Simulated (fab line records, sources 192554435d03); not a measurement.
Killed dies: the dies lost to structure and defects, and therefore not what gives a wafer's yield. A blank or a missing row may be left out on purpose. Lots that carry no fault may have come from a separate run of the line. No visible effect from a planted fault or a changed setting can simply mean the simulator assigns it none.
The tool behind it: which one? || flow n5_finfet || 9 lots with 25 wafers sampled at 5 steps, on a route of 1938 steps

WHAT EACH GAUGE READ, for each wafer
N5_BEOL_M4_RC_MEAS_101. Usual: DIBL_N 36.4 mV/V, standard deviation 1.9; DIBL_P 35.8 mV/V, standard deviation 2.1; IOFF_N 0.158 nA/um, standard deviation 0.029; IOFF_P 0.21 nA/um, standard deviation 0.035; ION_N 676 uA/um, standard deviation 14; ION_P 465 uA/um, standard deviation 9.7; SS_N 71.5 mV/dec, standard deviation 0.66; SS_P 73.4 mV/dec, standard deviation 0.7; VT_N 249.8 mV, standard deviation 3; VT_P -250 mV, standard deviation 3.3.
{"lot": "L101", "measured": "day 9 11:25", "on": "prober-01", "DIBL_N (mV/V)": "34.4 33.5 34.8", "DIBL_P (mV/V)": "34.7 33.8 35.7", "IOFF_N (nA/um)": "0.131 0.116 0.143", "IOFF_P (nA/um)": "0.20 0.19 0.22", "ION_N (uA/um)": "649 652 674", "ION_P (uA/um)": "451 456 473", "SS_N (mV/dec)": "71.3 70.9 71.7", "SS_P (mV/dec)": "73.2 73.1 73.1", "VT_N (mV)": "250.7 254.2 250.6", "VT_P (mV)": "-249 -249 -248", "flag": ""}
{"lot": "L104", "measured": "day 9 19:14", "on": "prober-02", "DIBL_N (mV/V)": "38.7 37.0", "DIBL_P (mV/V)": "39.5 37.7", "IOFF_N (nA/um)": "0.200 0.170", "IOFF_P (nA/um)": "0.23 0.21", "ION_N (uA/um)": "693 694", "ION_P (uA/um)": "465 473", "SS_N (mV/dec)": "72.1 71.2", "SS_P (mV/dec)": "74.2 73.7", "VT_N (mV)": "246.4 248.1", "VT_P (mV)": "-250 -253", "flag": ""}
{"lot": "L106", "measured": "day 10 17:08", "on": "prober-02", "DIBL_N (mV/V)": "37.6 38.4", "DIBL_P (mV/V)": "35.5 36.2", "IOFF_N (nA/um)": "0.155 0.171", "IOFF_P (nA/um)": "0.22 0.22", "ION_N (uA/um)": "688 690", "ION_P (uA/um)": "474 471", "SS_N (mV/dec)": "70.3 71.1", "SS_P (mV/dec)": "73.1 73.4", "VT_N (mV)": "249.2 250.3", "VT_P (mV)": "-248 -246", "flag": ""}
{"lot": "L110", "measured": "day 11 11:07", "on": "prober-01", "DIBL_N (mV/V)": "37.8 34.9 35.2", "DIBL_P (mV/V)": "36.9 32.9 33.9", "IOFF_N (nA/um)": "0.182 0.128 0.140", "IOFF_P (nA/um)": "0.23 0.16 0.19", "ION_N (uA/um)": "700 675 663", "ION_P (uA/um)": "476 465 458", "SS_N (mV/dec)": "72.1 71.0 71.0", "SS_P (mV/dec)": "74.9 72.7 73.7", "VT_N (mV)": "248.2 252.3 253.5", "VT_P (mV)": "-247 -255 -253", "flag": ""}
{"lot": "L111", "measured": "day 11 21:34", "on": "prober-01", "DIBL_N (mV/V)": "38.9 38.0 41.7", "DIBL_P (mV/V)": "37.3 35.8 40.5", "IOFF_N (nA/um)": "0.190 0.161 0.228", "IOFF_P (nA/um)": "0.27 0.22 0.31", "ION_N (uA/um)": "707 687 708", "ION_P (uA/um)": "484 470 482", "SS_N (mV/dec)": "71.1 71.3 72.0", "SS_P (mV/dec)": "73.9 73.3 74.9", "VT_N (mV)": "243.9 248.4 242.3", "VT_P (mV)": "-243 -249 -244", "flag": ""}
{"lot": "L114", "measured": "day 12 18:08", "on": "prober-01", "DIBL_N (mV/V)": "36.4 36.7 36.3", "DIBL_P (mV/V)": "36.5 37.1 34.9", "IOFF_N (nA/um)": "0.190 0.190 0.168", "IOFF_P (nA/um)": "0.23 0.23 0.19", "ION_N (uA/um)": "687 686 662", "ION_P (uA/um)": "469 462 455", "SS_N (mV/dec)": "71.2 71.8 71.9", "SS_P (mV/dec)": "73.5 73.0 72.3", "VT_N (mV)": "245.3 244.6 247.2", "VT_P (mV)": "-252 -249 -251", "flag": ""}
{"lot": "L115", "measured": "day 12 18:44", "on": "prober-02", "DIBL_N (mV/V)": "35.6 36.3 34.5", "DIBL_P (mV/V)": "34.7 35.7 33.4", "IOFF_N (nA/um)": "0.148 0.159 0.129", "IOFF_P (nA/um)": "0.19 0.20 0.17", "ION_N (uA/um)": "680 682 666", "ION_P (uA/um)": "468 463 455", "SS_N (mV/dec)": "71.1 71.1 71.4", "SS_P (mV/dec)": "72.9 73.4 72.7", "VT_N (mV)": "250.3 249.3 252.4", "VT_P (mV)": "-252 -249 -252", "flag": ""}
{"lot": "L121", "measured": "day 14 17:02", "on": "prober-01", "DIBL_N (mV/V)": "36.4 37.4 35.7", "DIBL_P (mV/V)": "37.0 37.0 35.5", "IOFF_N (nA/um)": "0.159 0.168 0.139", "IOFF_P (nA/um)": "0.23 0.22 0.21", "ION_N (uA/um)": "691 676 679", "ION_P (uA/um)": "473 466 472", "SS_N (mV/dec)": "70.7 71.6 71.5", "SS_P (mV/dec)": "73.3 73.9 73.3", "VT_N (mV)": "250.1 248.1 253.4", "VT_P (mV)": "-250 -250 -250", "flag": ""}
{"lot": "L123", "measured": "day 15 10:07", "on": "prober-01", "DIBL_N (mV/V)": "33.6 31.6 30.2", "DIBL_P (mV/V)": "33.7 31.8 30.0", "IOFF_N (nA/um)": "0.126 0.110 0.091", "IOFF_P (nA/um)": "0.18 0.16 0.14", "ION_N (uA/um)": "668 667 652", "ION_P (uA/um)": "463 462 455", "SS_N (mV/dec)": "72.0 70.6 70.8", "SS_P (mV/dec)": "72.9 72.2 71.9", "VT_N (mV)": "252.8 253.3 257.4", "VT_P (mV)": "-250 -254 -254", "flag": ""}

WHAT TOOL EACH LOT RAN ON (gives the tool, then ch and the chambers of the sampled wafers, and finally the start)
{"lot": "L101", "N5_HKMG_FIN_ALD_79": "ald_metal-01 ch 1,2, day 4 12:26", "N5_HKMG_FIN_ETCH_32": "rie_diel-04 ch 2,3, day 4 14:41", "N5_HKMG_FIN_ETCH_35": "rie_diel-04 ch 2,3, day 4 14:54", "N5_HKMG_FIN_ETCH_86": "rie_diel-04 ch 1,3, day 4 15:55"}
{"lot": "L104", "N5_HKMG_FIN_ALD_79": "ald_metal-01 ch 0,1, day 5 01:56", "N5_HKMG_FIN_ETCH_32": "rie_diel-03 ch 1,2, day 5 03:54", "N5_HKMG_FIN_ETCH_35": "rie_diel-03 ch 1,2, day 5 04:07", "N5_HKMG_FIN_ETCH_86": "rie_diel-03 ch 0,1, day 5 05:09"}
{"lot": "L106", "N5_HKMG_FIN_ALD_79": "ald_metal-01 ch 1,2, day 5 12:40", "N5_HKMG_FIN_ETCH_32": "rie_diel-03 ch 1,3, day 5 15:15", "N5_HKMG_FIN_ETCH_35": "rie_diel-03 ch 1,3, day 5 15:28", "N5_HKMG_FIN_ETCH_86": "rie_diel-03 ch 0,1, day 5 16:31"}
{"lot": "L110", "N5_HKMG_FIN_ALD_79": "ald_metal-02 ch 0,2,3, day 6 18:05", "N5_HKMG_FIN_ETCH_32": "rie_diel-03 ch 1,3, day 6 20:13", "N5_HKMG_FIN_ETCH_35": "rie_diel-03 ch 1,3, day 6 20:25", "N5_HKMG_FIN_ETCH_86": "rie_diel-03 ch 2,3, day 6 21:26"}
{"lot": "L111", "N5_HKMG_FIN_ALD_79": "ald_metal-04 ch 0,1, day 6 19:34", "N5_HKMG_FIN_ETCH_32": "rie_diel-03 ch 1,3, day 6 21:44", "N5_HKMG_FIN_ETCH_35": "rie_diel-03 ch 1,3, day 6 21:56", "N5_HKMG_FIN_ETCH_86": "rie_diel-03 ch 2,3, day 6 22:59"}
{"lot": "L114", "N5_HKMG_FIN_ALD_79": "ald_metal-02 ch 0,2, day 7 17:09", "N5_HKMG_FIN_ETCH_32": "rie_diel-05 ch 0,1,2, day 7 20:02", "N5_HKMG_FIN_ETCH_35": "rie_diel-05 ch 0,1,2, day 7 20:14", "N5_HKMG_FIN_ETCH_86": "rie_diel-05 ch 0,1,3, day 7 21:17"}
{"lot": "L115", "N5_HKMG_FIN_ALD_79": "ald_metal-01 ch 0,1,3, day 8 01:36", "N5_HKMG_FIN_ETCH_32": "rie_diel-05 ch 1,2, day 8 03:46", "N5_HKMG_FIN_ETCH_35": "rie_diel-05 ch 1,2, day 8 03:59", "N5_HKMG_FIN_ETCH_86": "rie_diel-04 ch 0,1,2, day 8 05:00"}
{"lot": "L121", "N5_HKMG_FIN_ALD_79": "ald_metal-01 ch 0,1,3, day 9 07:59", "N5_HKMG_FIN_ETCH_32": "rie_diel-05 ch 0,1,3, day 9 09:57", "N5_HKMG_FIN_ETCH_35": "rie_diel-05 ch 0,1,3, day 9 10:10", "N5_HKMG_FIN_ETCH_86": "rie_diel-03 ch 0,2,3, day 9 11:11"}
{"lot": "L123", "N5_HKMG_FIN_ALD_79": "ald_metal-02 ch 0,1,3, day 9 20:03", "N5_HKMG_FIN_ETCH_32": "rie_diel-04 ch 0,1, day 9 22:16", "N5_HKMG_FIN_ETCH_35": "rie_diel-04 ch 0,1, day 9 22:28", "N5_HKMG_FIN_ETCH_86": "rie_diel-05 ch 1,2,3, day 9 23:29"}
- N5_HKMG_FIN_ALD_79: deposits TiN, target thk 1.5 nm, pulse time 1 s, purge time 3 s.
- N5_HKMG_FIN_ETCH_32: etches SOC in N2/H2, target depth 240 nm, time 300 s.
- N5_HKMG_FIN_ETCH_35: etches SOC in N2/H2, target depth 215.8 nm, time 243.4 s.
- N5_HKMG_FIN_ETCH_86: etches SOC in N2/H2, stops on TiN, target depth 393.2 nm.

AS READ BY THE TOOLS THEMSELVES (means over the sampled wafers that have a number; for cases with no such wafer, the mark the record gives instead)
N5_HKMG_FIN_ALD_79. Usual: heater_power_w 888 W, standard deviation 97; precursor_pulse_height_rel 1.002, standard deviation 0.022.
{"lot": "L101", "tool": "ald_metal-01", "heater_power_w (W)": 834, "precursor_pulse_height_rel": 0.989, "flag": ""}
{"lot": "L104", "tool": "ald_metal-01", "heater_power_w (W)": 958, "precursor_pulse_height_rel": 1.010, "flag": ""}
{"lot": "L106", "tool": "ald_metal-01", "heater_power_w (W)": 844, "precursor_pulse_height_rel": 1.010, "flag": ""}
{"lot": "L110", "tool": "ald_metal-02", "heater_power_w (W)": 843, "precursor_pulse_height_rel": 1.008, "flag": ""}
{"lot": "L111", "tool": "ald_metal-04", "heater_power_w (W)": 882, "precursor_pulse_height_rel": 1.000, "flag": ""}
{"lot": "L114", "tool": "ald_metal-02", "heater_power_w (W)": 824, "precursor_pulse_height_rel": 1.014, "flag": ""}
{"lot": "L115", "tool": "ald_metal-01", "heater_power_w (W)": 950, "precursor_pulse_height_rel": 0.995, "flag": ""}
{"lot": "L121", "tool": "ald_metal-01", "heater_power_w (W)": 940, "precursor_pulse_height_rel": 1.018, "flag": ""}
{"lot": "L123", "tool": "ald_metal-02", "heater_power_w (W)": 840, "precursor_pulse_height_rel": 0.996, "flag": ""}

N5_HKMG_FIN_ETCH_32. Usual: drypump_motor_current_A 5.5 A, standard deviation 0.6; oes_product_au 0.84 a.u., standard deviation 0.078; rf_fwd_power_W 838.1 W, standard deviation 2.6; rf_vpp_V 523.8 V, standard deviation 2.2; showerhead_plenum_p_Torr 2.54 Torr, standard deviation 0.08; throttle_valve_pct 17.84 %, standard deviation 0.25.
{"lot": "L101", "tool": "rie_diel-04", "drypump_motor_current_A (A)": 5.8, "oes_product_au (a.u.)": 0.75, "rf_fwd_power_W (W)": 839.8, "rf_vpp_V (V)": 525.6, "showerhead_plenum_p_Torr (Torr)": 2.57, "throttle_valve_pct (%)": 17.91, "flag": ""}
{"lot": "L104", "tool": "rie_diel-03", "drypump_motor_current_A (A)": 4.9, "oes_product_au (a.u.)": 0.90, "rf_fwd_power_W (W)": 839.9, "rf_vpp_V (V)": 522.0, "showerhead_plenum_p_Torr (Torr)": 2.50, "throttle_valve_pct (%)": 18.04, "flag": ""}
{"lot": "L106", "tool": "rie_diel-03", "drypump_motor_current_A (A)": 4.9, "oes_product_au (a.u.)": 0.92, "rf_fwd_power_W (W)": 836.8, "rf_vpp_V (V)": 522.0, "showerhead_plenum_p_Torr (Torr)": 2.49, "throttle_valve_pct (%)": 17.79, "flag": ""}
{"lot": "L110", "tool": "rie_diel-03", "drypump_motor_current_A (A)": 5.0, "oes_product_au (a.u.)": 0.60, "rf_fwd_power_W (W)": 334.3, "rf_vpp_V (V)": 702.2, "showerhead_plenum_p_Torr (Torr)": 2.48, "throttle_valve_pct (%)": 17.66, "flag": "OFF"}
{"lot": "L111", "tool": "rie_diel-03", "drypump_motor_current_A (A)": 4.8, "oes_product_au (a.u.)": 0.59, "rf_fwd_power_W (W)": 335.4, "rf_vpp_V (V)": 702.2, "showerhead_plenum_p_Torr (Torr)": 2.49, "throttle_valve_pct (%)": 17.86, "flag": "OFF"}
{"lot": "L114", "tool": "rie_diel-05", "drypump_motor_current_A (A)": 5.7, "oes_product_au (a.u.)": 0.83, "rf_fwd_power_W (W)": 837.5, "rf_vpp_V (V)": 525.6, "showerhead_plenum_p_Torr (Torr)": 2.61, "throttle_valve_pct (%)": 17.83, "flag": ""}
{"lot": "L115", "tool": "rie_diel-05", "drypump_motor_current_A (A)": 6.2, "oes_product_au (a.u.)": 0.82, "rf_fwd_power_W (W)": 837.3, "rf_vpp_V (V)": 525.1, "showerhead_plenum_p_Torr (Torr)": 2.61, "throttle_valve_pct (%)": 17.79, "flag": ""}
{"lot": "L121", "tool": "rie_diel-05", "drypump_motor_current_A (A)": 5.4, "oes_product_au (a.u.)": 0.81, "rf_fwd_power_W (W)": 834.9, "rf_vpp_V (V)": 524.5, "showerhead_plenum_p_Torr (Torr)": 2.57, "throttle_valve_pct (%)": 17.84, "flag": ""}
{"lot": "L123", "tool": "rie_diel-04", "drypump_motor_current_A (A)": 6.2, "oes_product_au (a.u.)": 0.77, "rf_fwd_power_W (W)": 836.1, "rf_vpp_V (V)": 523.7, "showerhead_plenum_p_Torr (Torr)": 2.55, "throttle_valve_pct (%)": 17.92, "flag": ""}

N5_HKMG_FIN_ETCH_35. Usual: drypump_motor_current_A 5.5 A, standard deviation 0.6; oes_product_au 0.84 a.u., standard deviation 0.078; rf_fwd_power_W 2991 W, standard deviation 9.9; rf_vpp_V 141.5 V, standard deviation 0.96; showerhead_plenum_p_Torr 2.54 Torr, standard deviation 0.08; throttle_valve_pct 17.85 %, standard deviation 0.25.
{"lot": "L101", "tool": "rie_diel-04", "drypump_motor_current_A (A)": 5.8, "oes_product_au (a.u.)": 0.76, "rf_fwd_power_W (W)": 2988, "rf_vpp_V (V)": 143.1, "showerhead_plenum_p_Torr (Torr)": 2.57, "throttle_valve_pct (%)": 17.92, "flag": ""}
{"lot": "L104", "tool": "rie_diel-03", "drypump_motor_current_A (A)": 4.9, "oes_product_au (a.u.)": 0.90, "rf_fwd_power_W (W)": 2997, "rf_vpp_V (V)": 141.2, "showerhead_plenum_p_Torr (Torr)": 2.50, "throttle_valve_pct (%)": 18.04, "flag": ""}
{"lot": "L106", "tool": "rie_diel-03", "drypump_motor_current_A (A)": 4.9, "oes_product_au (a.u.)": 0.92, "rf_fwd_power_W (W)": 2999, "rf_vpp_V (V)": 141.4, "showerhead_plenum_p_Torr (Torr)": 2.49, "throttle_valve_pct (%)": 17.80, "flag": ""}
{"lot": "L110", "tool": "rie_diel-03", "drypump_motor_current_A (A)": 5.0, "oes_product_au (a.u.)": 0.89, "rf_fwd_power_W (W)": 2992, "rf_vpp_V (V)": 141.2, "showerhead_plenum_p_Torr (Torr)": 2.48, "throttle_valve_pct (%)": 17.71, "flag": ""}
{"lot": "L111", "tool": "rie_diel-03", "drypump_motor_current_A (A)": 4.8, "oes_product_au (a.u.)": 0.89, "rf_fwd_power_W (W)": 2997, "rf_vpp_V (V)": 140.8, "showerhead_plenum_p_Torr (Torr)": 2.49, "throttle_valve_pct (%)": 17.92, "flag": ""}
{"lot": "L114", "tool": "rie_diel-05", "drypump_motor_current_A (A)": 5.7, "oes_product_au (a.u.)": 0.83, "rf_fwd_power_W (W)": 2993, "rf_vpp_V (V)": 142.0, "showerhead_plenum_p_Torr (Torr)": 2.61, "throttle_valve_pct (%)": 17.83, "flag": ""}
{"lot": "L115", "tool": "rie_diel-05", "drypump_motor_current_A (A)": 6.2, "oes_product_au (a.u.)": 0.82, "rf_fwd_power_W (W)": 2986, "rf_vpp_V (V)": 142.6, "showerhead_plenum_p_Torr (Torr)": 2.61, "throttle_valve_pct (%)": 17.80, "flag": ""}
{"lot": "L121", "tool": "rie_diel-05", "drypump_motor_current_A (A)": 5.4, "oes_product_au (a.u.)": 0.81, "rf_fwd_power_W (W)": 2995, "rf_vpp_V (V)": 141.9, "showerhead_plenum_p_Torr (Torr)": 2.57, "throttle_valve_pct (%)": 17.84, "flag": ""}
{"lot": "L123", "tool": "rie_diel-04", "drypump_motor_current_A (A)": 6.2, "oes_product_au (a.u.)": 0.77, "rf_fwd_power_W (W)": 2990, "rf_vpp_V (V)": 141.7, "showerhead_plenum_p_Torr (Torr)": 2.54, "throttle_valve_pct (%)": 17.93, "flag": ""}

N5_HKMG_FIN_ETCH_86. Usual: drypump_motor_current_A 5.6 A, standard deviation 0.61; oes_product_au 0.80 a.u., standard deviation 0.08; rf_fwd_power_W 844 W, standard deviation 3.8; rf_vpp_V 240.7 V, standard deviation 1.3; showerhead_plenum_p_Torr 2.54 Torr, standard deviation 0.086; throttle_valve_pct 17.83 %, standard deviation 0.25.
{"lot": "L101", "tool": "rie_diel-04", "drypump_motor_current_A (A)": 6.3, "oes_product_au (a.u.)": 0.72, "rf_fwd_power_W (W)": 844, "rf_vpp_V (V)": 242.6, "showerhead_plenum_p_Torr (Torr)": 2.63, "throttle_valve_pct (%)": 17.79, "flag": ""}
{"lot": "L104", "tool": "rie_diel-03", "drypump_motor_current_A (A)": 5.2, "oes_product_au (a.u.)": 0.78, "rf_fwd_power_W (W)": 842, "rf_vpp_V (V)": 239.6, "showerhead_plenum_p_Torr (Torr)": 2.45, "throttle_valve_pct (%)": 18.11, "flag": ""}
{"lot": "L106", "tool": "rie_diel-03", "drypump_motor_current_A (A)": 5.2, "oes_product_au (a.u.)": 0.77, "rf_fwd_power_W (W)": 842, "rf_vpp_V (V)": 239.6, "showerhead_plenum_p_Torr (Torr)": 2.45, "throttle_valve_pct (%)": 18.12, "flag": ""}
{"lot": "L110", "tool": "rie_diel-03", "drypump_motor_current_A (A)": 5.1, "oes_product_au (a.u.)": 0.88, "rf_fwd_power_W (W)": 847, "rf_vpp_V (V)": 240.3, "showerhead_plenum_p_Torr (Torr)": 2.49, "throttle_valve_pct (%)": 17.64, "flag": ""}
{"lot": "L111", "tool": "rie_diel-03", "drypump_motor_current_A (A)": 5.1, "oes_product_au (a.u.)": 0.88, "rf_fwd_power_W (W)": 844, "rf_vpp_V (V)": 240.0, "showerhead_plenum_p_Torr (Torr)": 2.49, "throttle_valve_pct (%)": 17.63, "flag": ""}
{"lot": "L114", "tool": "rie_diel-05", "drypump_motor_current_A (A)": 5.4, "oes_product_au (a.u.)": 0.81, "rf_fwd_power_W (W)": 843, "rf_vpp_V (V)": 241.4, "showerhead_plenum_p_Torr (Torr)": 2.57, "throttle_valve_pct (%)": 17.79, "flag": ""}
{"lot": "L115", "tool": "rie_diel-04", "drypump_motor_current_A (A)": 5.8, "oes_product_au (a.u.)": 0.77, "rf_fwd_power_W (W)": 843, "rf_vpp_V (V)": 240.5, "showerhead_plenum_p_Torr (Torr)": 2.51, "throttle_valve_pct (%)": 17.76, "flag": ""}
{"lot": "L121", "tool": "rie_diel-03", "drypump_motor_current_A (A)": 5.3, "oes_product_au (a.u.)": 0.87, "rf_fwd_power_W (W)": 844, "rf_vpp_V (V)": 241.1, "showerhead_plenum_p_Torr (Torr)": 2.56, "throttle_valve_pct (%)": 17.75, "flag": ""}
{"lot": "L123", "tool": "rie_diel-05", "drypump_motor_current_A (A)": 5.9, "oes_product_au (a.u.)": 0.78, "rf_fwd_power_W (W)": 847, "rf_vpp_V (V)": 240.1, "showerhead_plenum_p_Torr (Torr)": 2.56, "throttle_valve_pct (%)": 17.77, "flag": ""}

THE ANSWER, worked out from the rows above alone
Rule: a lot is off if the mean of its wafers that have a number lies more than 3 standard deviations from the usual mean. A lot without any number at a reading at which 4 lots or more have one is off too. Any other lot the step has rows for is counted as sound. After the gauges, taken in route order, come the tools' own readings; for these a lot's mean is taken, as printed above. At the first step where some lot is off, the reading lying furthest off is the one used; lots without a number count as furthest.
Off, at N5_HKMG_FIN_ETCH_32 on rf_fwd_power_W: L110, L111.
A tool fits if, at that step or a process step before it, it ran every lot that is off, and no sound lot after the first of them. One fits: rie_diel-03 at N5_HKMG_FIN_ETCH_32. A fault onset in the window from L106 (day 5 15:15, its last sound lot) to L110 (day 6 20:13, its first lot off) fits.
The tool's own readings at N5_HKMG_FIN_ETCH_32 bear it out: on the lots that are off they differ by more than 5 times the standard deviation of the sound lots' means. rf_fwd_power_W reads 334.9 W there against 837.5 W on the sound lots; rf_vpp_V reads 702.2 V there against 524.1 V on the sound lots.

WHAT WAS PUT IN BY THE SIMULATOR
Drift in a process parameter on rie_diel-03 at N5_HKMG_FIN_ETCH_32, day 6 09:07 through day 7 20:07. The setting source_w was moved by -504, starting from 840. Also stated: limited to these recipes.
Shown lots that were struck: L110, L111. The rule above found the same.
